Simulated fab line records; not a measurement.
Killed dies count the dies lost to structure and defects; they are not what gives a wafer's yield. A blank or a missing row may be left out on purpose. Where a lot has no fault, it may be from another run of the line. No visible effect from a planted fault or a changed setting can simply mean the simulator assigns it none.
Matching of chambers + flow n5_finfet + 4 sister chambers for N5_MOL_CONTACT_COAG_ETCH_124 on rie_diel-02
The step etches SiNx in CH3F/O2, stops on SiOC, target depth 6.5 nm. 14 wafers are shown with their chamber, then 7 later ones without.

WAFERS PAIRED WITH THEIR CHAMBERS
| wafer  | chamber | drypump_motor_current_A (A) | throttle_valve_pct (%) | showerhead_plenum_p_Torr (Torr) |
|--------|---------|-----------------------------|------------------------|---------------------------------|
| L074.2 | 2       | 5.2                         | 16.40                  | 1.99                            |
| L074.3 | 1       | 5.5                         | 16.61                  | 1.98                            |
| L074.4 | 0       | 6.1                         | 16.14                  | 1.90                            |
| L076.3 | 3       | 6.3                         | 16.01                  | 1.91                            |
| L076.4 | 3       | 6.3                         | 16.04                  | 1.91                            |
| L076.5 | 1       | 5.5                         | 16.61                  | 1.98                            |
| L077.3 | 3       | 6.4                         | 16.01                  | 1.91                            |
| L077.4 | 1       | 5.5                         | 16.61                  | 1.98                            |
| L077.5 | 2       | 5.2                         | 16.41                  | 1.99                            |
| L080.2 | 0       | 6.1                         | 15.73                  | 2.15                            |
| L080.4 | 2       | 5.2                         | 16.42                  | 1.99                            |
| L080.6 | 0       | 6.1                         | 15.72                  | 2.15                            |
| L081.2 | 1       | 5.5                         | 16.63                  | 1.98                            |
| L081.3 | 0       | 6.1                         | 15.73                  | 2.14                            |

SIGNATURES (averages over the wafers above)
| reading                  | chamber 0 | chamber 1 | chamber 2 | chamber 3 | scatter within a chamber |
|--------------------------|-----------|-----------|-----------|-----------|--------------------------|
| drypump_motor_current_A  | 6.100     | 5.500     | 5.200     | 6.333     | 0.0258                   |
| throttle_valve_pct       | 15.8300   | 16.6150   | 16.4100   | 16.0200   | 0.114                    |
| showerhead_plenum_p_Torr | 2.0850    | 1.9800    | 1.9900    | 1.9100    | 0.0676                   |
Rule: for a wafer and a chamber, the distance is found by dividing, reading by reading, the gap between the wafer's reading and the chamber's mean by the reading's scatter, squaring, summing and taking the root. The wafer belongs to the nearest chamber; if the next one is less than 2 further off, it can't be placed. The scatter: take each reading less its chamber's mean, square it, sum over the shown wafers, divide by the number of wafers less the number of chambers, and take the root.

WAFERS WITH NO CHAMBER GIVEN
| wafer  | drypump_motor_current_A (A) | throttle_valve_pct (%) | showerhead_plenum_p_Torr (Torr) |
|--------|-----------------------------|------------------------|---------------------------------|
| L081.5 | 6.4                         | 16.05                  | 1.91                            |
| L082.1 | 5.1                         | 16.43                  | 1.98                            |
| L082.4 | 5.5                         | 16.63                  | 1.98                            |
| L082.6 | 5.1                         | 16.44                  | 1.99                            |
| L090.1 | 5.5                         | 16.68                  | 1.97                            |
| L090.2 | 6.4                         | 16.07                  | 1.90                            |
| L090.6 | 6.4                         | 16.07                  | 1.90                            |

CHAMBER TAKEN BY EACH
| wafer  | from the rows above | in truth |
|--------|---------------------|----------|
| L081.5 | 3                   | 3        |
| L082.1 | 2                   | 2        |
| L082.4 | 1                   | 1        |
| L082.6 | 2                   | 2        |
| L090.1 | 1                   | 1        |
| L090.2 | 3                   | 3        |
| L090.6 | 3                   | 3        |
7 of 7 placed correctly. Number that these rows cannot place: 0. Number placed wrongly: 0.
